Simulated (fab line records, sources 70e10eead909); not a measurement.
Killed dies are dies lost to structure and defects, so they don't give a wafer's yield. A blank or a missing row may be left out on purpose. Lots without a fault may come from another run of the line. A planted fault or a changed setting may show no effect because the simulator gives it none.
Chamber matching | flow nand_harc | NHARC_A_STAIRCASE_DEP_259 on pecvd-04: 3 sister chambers
The step deposits SiON, target thk 30 nm. 3 wafers are shown with their chamber, then 7 later ones without.

WAFERS WITH THEIR CHAMBER
wafer  | chamber | heater_power_w (W)
L084.6 | 1       | 623
L094.1 | 0       | 777
L094.3 | 2       | 660

WAFERS WITHOUT THEIR CHAMBER
wafer  | heater_power_w (W)
L094.6 | 604
L095.1 | 622
L095.4 | 840
L095.5 | 654
L097.2 | 616
L097.4 | 628
L097.5 | 852

WHICH CHAMBER EACH WENT THROUGH
wafer  | from the rows above     | in truth
L094.6 | can't be placed: 1 or 2 | 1
L095.1 | can't be placed: 1 or 2 | 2
L095.4 | 0                       | 0
L095.5 | can't be placed: 2 or 1 | 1
L097.2 | can't be placed: 1 or 2 | 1
L097.4 | can't be placed: 1 or 2 | 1
L097.5 | 0                       | 0
Placed correctly: 2 of 7. Can't be placed from these rows: 5 (the true chamber is among the candidates in 5). Placed wrongly: 0.
How it was worked out, from the rows above alone: a wafer's distance from a chamber is the root of the sum, over the readings, of the square of ((its reading less the chamber's mean) divided by the reading's scatter). The wafer belongs to the nearest chamber; if the next one is less than 2 further off, it can't be placed. A chamber's mean is the mean of its shown wafers. The scatter: with one shown wafer a chamber, the root of the mean of the squares of how far each hidden wafer lies from its nearest shown one.
